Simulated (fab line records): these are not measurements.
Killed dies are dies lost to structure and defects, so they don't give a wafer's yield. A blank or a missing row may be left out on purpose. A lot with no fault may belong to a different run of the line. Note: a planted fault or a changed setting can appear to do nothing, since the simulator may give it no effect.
Which of the tools did it?    flow n5_finfet    72 wafers from 24 lots sampled at 5 of the route's 1938 steps

WHAT THE GAUGES SHOWED, per wafer
N5_BEOL_M12_INSPECT_55: inspects for defects (darkfield). Usual: 78 for raw_defect_count, sd 28.
lot   measured      on                 raw_defect_count  flag
L074  day 12 04:41  defect_inspect-01  100 93 134        
L075  day 12 22:20  defect_inspect-01  75 62 80          
L078  day 13 04:43  defect_inspect-02  65 57 77          
L076  day 13 06:19  defect_inspect-01  46 40 84          
L077  day 13 10:28  defect_inspect-02  101 84 69         
L079  day 13 20:05  defect_inspect-02  87 67 64          
L083  day 14 04:17  defect_inspect-01  70 114 55         
L082  day 14 08:32  defect_inspect-01  37 50 51          
L080  day 14 15:42  defect_inspect-02  52 80 64          
L081  day 15 04:31  defect_inspect-01  84 103 116        
L084  day 15 04:04  defect_inspect-02  67 79 79          
L085  day 15 11:01  defect_inspect-02  98 134 200        
L088  day 15 21:08  defect_inspect-01  52 88 66          
L087  day 16 03:40  defect_inspect-02  66 67 68          
L089  day 16 10:26  defect_inspect-01  69 70 86          
L091  day 16 12:59  defect_inspect-02  78 66 70          
L086  day 16 12:43  defect_inspect-02  101 86 84         
L093  day 17 12:16  defect_inspect-02  129 73 87         
L092  day 17 13:28  defect_inspect-02  60 68 57          
L094  day 18 09:31  defect_inspect-01  145 138 145       
L090  day 18 15:17  defect_inspect-01  63 103 64         
L096  day 18 16:42  defect_inspect-01  34 30 43          
L097  day 18 19:39  defect_inspect-01  47 20 47          
L095  day 19 16:46  defect_inspect-02  61 69 80          

N5_BEOL_M13_OVL_MEAS_11. Usual: V12_OVL gives 2 nm (standard deviation 4.9).
lot   measured      on          V12_OVL (nm)  flag
L074  day 12 05:12  overlay-02  8 16 7        
L075  day 12 22:51  overlay-02  -14 -8 -6     
L078  day 13 05:22  overlay-02  0 3 -5        
L076  day 13 06:58  overlay-02  1 5 5         
L077  day 13 11:08  overlay-01  2 -2 -5       
L079  day 13 20:37  overlay-01  1 0 -1        
L083  day 14 04:49  overlay-02  -1 2 7        
L082  day 14 09:07  overlay-02  -6 -7 -7      
L080  day 14 16:17  overlay-01  -2 6 9        
L081  day 15 05:03  overlay-01  8 1 1         
L084  day 15 04:44  overlay-01  1 1 -1        
L085  day 15 11:32  overlay-02  2 -12 -3      
L088  day 15 21:39  overlay-01  -1 8 6        
L087  day 16 04:11  overlay-01  2 5 -4        
L089  day 16 10:58  overlay-01  1 2 8         
L091  day 16 13:38  overlay-01  -2 -4 -6      
L086  day 16 13:22  overlay-02  6 8 0         
L093  day 17 12:55  overlay-02  7 3 4         
L092  day 17 14:07  overlay-02  -1 3 3        
L094  day 18 10:02  overlay-01  -7 1 -3       
L090  day 18 15:48  overlay-01  7 -2 9        
L096  day 18 17:21  overlay-01  6 1 0         
L097  day 18 20:11  overlay-02  10 0 8        
L095  day 19 17:31  overlay-01  1 2 8         

N5_BEOL_M13_OVL_MEAS_29. Usual: M13_OVL gives 3 nm (standard deviation 5.3).
lot   measured      on          M13_OVL (nm)  flag
L074  day 12 06:10  overlay-02  11 9 2        
L075  day 12 23:55  overlay-02  -5 -2 1       
L078  day 13 06:26  overlay-01  2 7 13        
L076  day 13 08:08  overlay-01  4 14 4        
L077  day 13 12:29  overlay-02  15 15 11      
L079  day 13 21:34  overlay-01  9 5 0         
L083  day 14 05:49  overlay-01  3 -3 4        
L082  day 14 10:03  overlay-02  13 11 10      
L080  day 14 17:28  overlay-02  3 3 1         
L081  day 15 06:06  overlay-01  -2 1 5        
L084  day 15 05:46  overlay-01  1 3 3         
L085  day 15 12:37  overlay-01  -7 -10 -1     
L088  day 15 22:35  overlay-02  2 -7 -10      
L087  day 16 05:16  overlay-01  1 5 15        
L089  day 16 12:02  overlay-02  -1 2 6        
L091  day 16 14:45  overlay-01  4 0 9         
L086  day 16 14:19  overlay-01  6 2 4         
L093  day 17 13:51  overlay-02  3 -5 -5       
L092  day 17 15:11  overlay-01  1 -1 -3       
L094  day 18 10:59  overlay-01  6 2 1         
L090  day 18 16:53  overlay-02  3 3 6         
L096  day 18 18:18  overlay-02  5 2 3         
L097  day 18 21:08  overlay-01  5 0 3         
L095  day 19 18:29  overlay-01  -2 6 2        

TOOL THAT RAN EACH LOT (tool first, then ch and the chambers of the sampled wafers, then the start)
lot   N5_BEOL_M12_DESCUM_33               N5_BEOL_M13_STRIP_63
L074  rie_diel-04 ch 1,2, day 12 00:49    plasma_asher-02 ch 0,1, day 12 05:36
L075  rie_diel-01 ch 0,1,2, day 12 17:36  plasma_asher-02 ch 0,1, day 12 23:15
L078  rie_diel-01 ch 0,1, day 13 00:23    plasma_asher-02 ch 0,1, day 13 05:44
L076  rie_diel-01 ch 0,2, day 13 03:11    plasma_asher-02 ch 0,1, day 13 07:27
L077  rie_diel-01 ch 2,3, day 13 07:50    plasma_asher-02 ch 0,1, day 13 11:48
L079  rie_diel-05 ch 0,2,3, day 13 15:34  plasma_asher-01 ch 0,1, day 13 21:01
L083  rie_diel-05 ch 2,3, day 13 22:13    plasma_asher-02 ch 0,1, day 14 05:14
L082  rie_diel-01 ch 0,3, day 14 05:03    plasma_asher-01 ch 0,1, day 14 09:29
L080  rie_diel-01 ch 0,1,3, day 14 13:28  plasma_asher-01 ch 0,1, day 14 16:47
L081  rie_diel-04 ch 0,2,3, day 14 22:58  plasma_asher-01 ch 0,1, day 15 05:32
L084  rie_diel-04 ch 1,2, day 15 00:23    plasma_asher-02 ch 0, day 15 05:10
L085  rie_diel-04 ch 1,3, day 15 07:47    plasma_asher-02 ch 0,1, day 15 12:02
L088  rie_diel-05 ch 1,2,3, day 15 17:02  plasma_asher-02 ch 0,1, day 15 22:02
L087  rie_diel-04 ch 1,2,3, day 15 22:37  plasma_asher-01 ch 0,1, day 16 04:34
L089  rie_diel-05 ch 0,3, day 16 08:07    plasma_asher-01 ch 0,1, day 16 11:20
L091  rie_diel-04 ch 0,1,3, day 16 09:06  plasma_asher-01 ch 0,1, day 16 14:04
L086  rie_diel-04 ch 0,1,2, day 16 09:35  plasma_asher-01 ch 0,1, day 16 13:45
L093  rie_diel-01 ch 0,2, day 17 06:01    plasma_asher-02 ch 0,1, day 17 13:19
L092  rie_diel-04 ch 2,3, day 17 06:35    plasma_asher-01 ch 0,1, day 17 14:30
L094  rie_diel-04 ch 0,2,3, day 18 02:20  plasma_asher-01 ch 0,1, day 18 10:26
L090  rie_diel-01 ch 2,3, day 18 02:27    plasma_asher-02 ch 0,1, day 18 16:11
L096  rie_diel-01 ch 1,2,3, day 18 04:39  plasma_asher-02 ch 0,1, day 18 17:44
L097  rie_diel-01 ch 0,1, day 18 15:56    plasma_asher-01 ch 0,1, day 18 20:34
L095  rie_diel-05 ch 1,3, day 18 19:56    plasma_asher-02 ch 0,1, day 19 17:54
- N5_BEOL_M12_DESCUM_33: chemistry O2, time 7.9 s.
- N5_BEOL_M13_STRIP_63: strips in N2/H2.

AS READ BY THE TOOLS THEMSELVES (means over the sampled wafers that have a number; for cases with no such wafer, the mark the record gives instead)
N5_BEOL_M12_DESCUM_33. Usual: drypump_motor_current_A 5.6 A, standard deviation 0.4; oes_product_au 0.79 a.u., standard deviation 0.096; rf_vpp_V 243.0 V, standard deviation 1.5; showerhead_plenum_p_Torr 2.08 Torr, standard deviation 0.078; throttle_valve_pct 20.45 %, standard deviation 0.26.
lot   tool         drypump_motor_current_A (A)  oes_product_au (a.u.)  rf_vpp_V (V)  showerhead_plenum_p_Torr (Torr)  throttle_valve_pct (%)  flag
L074  rie_diel-04  5.8                          0.81                   243.0         2.06                             20.52                   
L075  rie_diel-01  5.7                          0.80                   244.4         2.13                             20.38                   
L078  rie_diel-01  5.9                          0.82                   243.9         2.17                             20.24                   
L076  rie_diel-01  5.8                          0.85                   243.8         2.13                             20.44                   
L077  rie_diel-01  5.1                          0.72                   242.6         2.03                             20.69                   
L079  rie_diel-05  5.2                          0.87                   244.5         2.10                             20.10                   
L083  rie_diel-05  5.4                          0.94                   244.9         2.16                             20.08                   
L082  rie_diel-01  5.9                          0.85                   242.6         2.11                             20.49                   
L080  rie_diel-01  5.7                          0.79                   243.1         2.12                             20.44                   
L081  rie_diel-04  5.6                          0.77                   243.1         2.07                             20.48                   
L084  rie_diel-04  5.9                          0.72                   243.2         2.02                             20.63                   
L085  rie_diel-04  5.9                          0.69                   240.8         1.99                             20.70                   
L088  rie_diel-05  5.6                          0.85                   243.5         2.14                             20.37                   
L087  rie_diel-04  5.7                          0.74                   241.6         2.03                             20.64                   
L089  rie_diel-05  5.4                          0.93                   245.1         2.22                             20.00                   
L091  rie_diel-04  5.8                          0.71                   242.4         2.03                             20.56                   
L086  rie_diel-04  5.8                          0.74                   242.6         2.06                             20.50                   
L093  rie_diel-01  5.5                          0.93                   242.2         2.08                             20.28                   
L092  rie_diel-04  5.5                          0.74                   242.7         2.03                             20.64                   
L094  rie_diel-04  5.6                          0.74                   241.9         2.06                             20.51                   
L090  rie_diel-01  5.1                          0.77                   241.5         2.02                             20.59                   
L096  rie_diel-01  5.3                          0.78                   243.2         2.07                             20.42                   
L097  rie_diel-01  6.1                          0.82                   243.1         2.15                             20.37                   
L095  rie_diel-05  6.0                          0.77                   243.7         2.12                             20.66                   

N5_BEOL_M13_STRIP_63. Usual: drypump_motor_current_A 6.06 A, standard deviation 0.19; heater_power_w 322 W, standard deviation 23; oes_product_au 0.673 a.u., standard deviation 0.0052; strip_time_to_endpoint_s 27.9 s, standard deviation 1.4.
lot   tool             drypump_motor_current_A (A)  heater_power_w (W)  oes_product_au (a.u.)  strip_time_to_endpoint_s (s)  flag
L074  plasma_asher-02  6.04                         322                 0.674                  29.5                          
L075  plasma_asher-02  6.05                         327                 0.672                  29.3                          
L078  plasma_asher-02  5.90                         340                 0.677                  27.7                          
L076  plasma_asher-02  5.87                         341                 0.673                  28.2                          
L077  plasma_asher-02  5.89                         338                 0.673                  27.7                          
L079  plasma_asher-01  6.24                         315                 0.681                  28.9                          
L083  plasma_asher-02  6.03                         333                 0.675                  28.5                          
L082  plasma_asher-01  6.18                         317                 0.675                  28.6                          
L080  plasma_asher-01  6.16                         304                 0.672                  29.3                          
L081  plasma_asher-01  6.18                         314                 0.667                  28.2                          
L084  plasma_asher-02  6.17                         310                 0.672                  29.0                          
L085  plasma_asher-02  5.91                         341                 0.677                  30.0                          
L088  plasma_asher-02  6.03                         328                 0.671                  27.0                          
L087  plasma_asher-01  6.13                         303                 0.679                  26.9                          
L089  plasma_asher-01  6.21                         316                 0.673                  27.4                          
L091  plasma_asher-01  6.20                         313                 0.675                  28.1                          
L086  plasma_asher-01  6.13                         298                 0.669                  25.0                          
L093  plasma_asher-02  6.04                         328                 0.672                  27.1                          
L092  plasma_asher-01  6.21                         315                 0.671                  26.6                          
L094  plasma_asher-01  6.19                         313                 0.676                  27.1                          
L090  plasma_asher-02  6.05                         323                 0.675                  28.0                          
L096  plasma_asher-02  6.03                         325                 0.678                  26.9                          
L097  plasma_asher-01  6.18                         311                 0.669                  28.1                          
L095  plasma_asher-02  5.88                         339                 0.674                  27.5                          

THE ANSWER, worked out from the rows above alone
Rule: take the mean of a lot's wafers that have a number; if it is more than 3 standard deviations from the usual mean, the lot is off. Also off: a lot with no number at a reading for which 4 or more lots have one. Where the step has rows for the other lots, those lots are counted as sound. The gauges are gone through in route order, then the tools' own readings, and for those a lot's mean is taken as printed above. At the first step where some lot is off, the reading lying furthest off is the one used; lots without a number count as furthest.
Nothing can be told from this: no lot is off at any reading shown.

WHAT HAD BEEN PUT IN BY THE SIMULATOR
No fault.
